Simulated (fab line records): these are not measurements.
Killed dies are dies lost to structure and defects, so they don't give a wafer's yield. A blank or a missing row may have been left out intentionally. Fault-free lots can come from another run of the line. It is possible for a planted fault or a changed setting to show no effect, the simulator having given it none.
Matching of chambers | flow nand_harc | rie_diel-01 running NHARC_A_STAIRCASE_ETCHBACK_157: 4 sister chambers
The step etches the open film in CH3F/O2, target depth 90 nm, time 167.14 s. 8 wafers are shown with their chamber, then 8 later ones without.

## WAFERS, EACH WITH ITS CHAMBER
wafer  | chamber | showerhead_plenum_p_Torr (Torr) | rf_vpp_V (V)
L081.1 | 0       | 2.39                            | 245.3
L087.1 | 2       | 2.41                            | 243.4
L087.3 | 3       | 2.31                            | 244.6
L087.5 | 0       | 2.38                            | 244.2
L088.1 | 1       | 2.51                            | 245.0
L088.4 | 2       | 2.41                            | 242.0
L088.5 | 1       | 2.51                            | 244.5
L095.3 | 3       | 2.30                            | 243.9

## WAFERS WITH NO CHAMBER GIVEN
wafer  | showerhead_plenum_p_Torr (Torr) | rf_vpp_V (V)
L095.4 | 2.38                            | 243.2
L095.5 | 2.40                            | 244.1
L094.2 | 2.51                            | 244.3
L094.4 | 2.40                            | 241.1
L094.5 | 2.40                            | 243.8
L093.1 | 2.40                            | 243.5
L093.3 | 2.51                            | 243.5
L093.6 | 2.30                            | 243.3

## WHICH CHAMBER EACH WENT THROUGH
wafer  | from the rows above     | in truth
L095.4 | 0                       | 0
L095.5 | can't be placed: 2 or 0 | 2
L094.2 | 1                       | 1
L094.4 | 2                       | 2
L094.5 | can't be placed: 2 or 0 | 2
L093.1 | can't be placed: 2 or 0 | 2
L093.3 | 1                       | 1
L093.6 | 3                       | 3
Placed correctly: 5 of 8. Can't be placed from these rows: 3 (the true chamber is among the candidates in 3). Number placed wrongly: 0.
How it was worked out, from the rows above alone: a wafer's distance from a chamber is the root of the sum, over the readings, of the square of ((its reading less the chamber's mean) divided by the reading's scatter). If the next closest chamber is less than 2 further off than the closest, the wafer can't be placed; otherwise it belongs to the closest. The mean given for a chamber averages the wafers shown for that chamber. The scatter: take each reading less its chamber's mean, square it, sum over the shown wafers, divide by the number of wafers less the number of chambers, and take the root.
